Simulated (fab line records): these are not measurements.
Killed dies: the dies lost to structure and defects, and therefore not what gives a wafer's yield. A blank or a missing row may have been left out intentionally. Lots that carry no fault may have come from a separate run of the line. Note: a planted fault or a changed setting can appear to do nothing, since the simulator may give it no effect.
Chamber matching	flow n5-finfet	N5_GATE_CUT_ETCH_36 on rie-diel-04 has 4 sister chambers
The step etches SiARC in CF4, target depth 13 nm, time 21.7 s. 16 wafers are shown with their chamber, then 8 later ones without.

## WAFERS PAIRED WITH THEIR CHAMBERS
wafer	chamber	showerhead-plenum-p-Torr (Torr)	drypump-motor-current-A (A)	throttle-valve-pct (%)
L074.1	3	2.16	5.4	15.52
L074.2	1	2.21	5.6	15.65
L074.5	3	2.16	5.4	15.50
L080.1	3	2.16	5.4	15.52
L080.4	0	2.11	6.3	16.09
L080.5	0	2.11	6.3	16.09
L086.3	2	2.07	5.6	15.54
L086.4	0	2.11	6.3	16.14
L086.5	3	2.16	5.4	15.56
L089.2	2	2.07	5.6	15.55
L089.3	1	2.20	5.6	15.72
L089.6	2	2.07	5.6	15.55
L090.1	1	2.20	5.6	15.72
L090.2	2	2.07	5.6	15.53
L090.6	2	2.07	5.6	15.56
L095.2	1	2.20	5.5	15.72

SIGNATURES (means of the wafers above)
reading	chamber 0	chamber 1	chamber 2	chamber 3	scatter within a chamber
showerhead-plenum-p-Torr	2.1100	2.2025	2.0700	2.1600	0.0025
drypump-motor-current-A	6.300	5.575	5.600	5.400	0.025
throttle-valve-pct	16.1067	15.7025	15.5460	15.5250	0.0254
Rule: for a wafer and a chamber, the distance is found by dividing, reading by reading, the gap between the wafer's reading and the chamber's mean by the reading's scatter, squaring, summing and taking the root. The wafer belongs to the nearest chamber; if the next one is less than 2 further off, it can't be placed. The scatter: the root of (the sum of the squares of (reading less its chamber's mean) over the shown wafers, divided by (wafers less chambers)).

## WAFERS WHOSE CHAMBER IS MISSING
wafer	showerhead-plenum-p-Torr (Torr)	drypump-motor-current-A (A)	throttle-valve-pct (%)
L095.5	2.11	6.3	15.63
L095.6	2.20	5.5	15.73
L096.1	2.07	5.6	15.57
L096.2	2.11	6.3	15.62
L096.3	2.20	5.6	15.73
L097.1	2.10	6.3	15.66
L097.2	2.15	5.5	15.57
L097.4	2.07	5.6	15.57

## WHICH CHAMBER EACH ONE RAN IN
wafer	from the rows above	in truth
L095.5	0	0
L095.6	1	1
L096.1	2	2
L096.2	0	0
L096.3	1	1
L097.1	0	0
L097.2	3	3
L097.4	2	2
8 of 8 placed correctly. Can't be placed from these rows: 0. Number placed wrongly: 0.
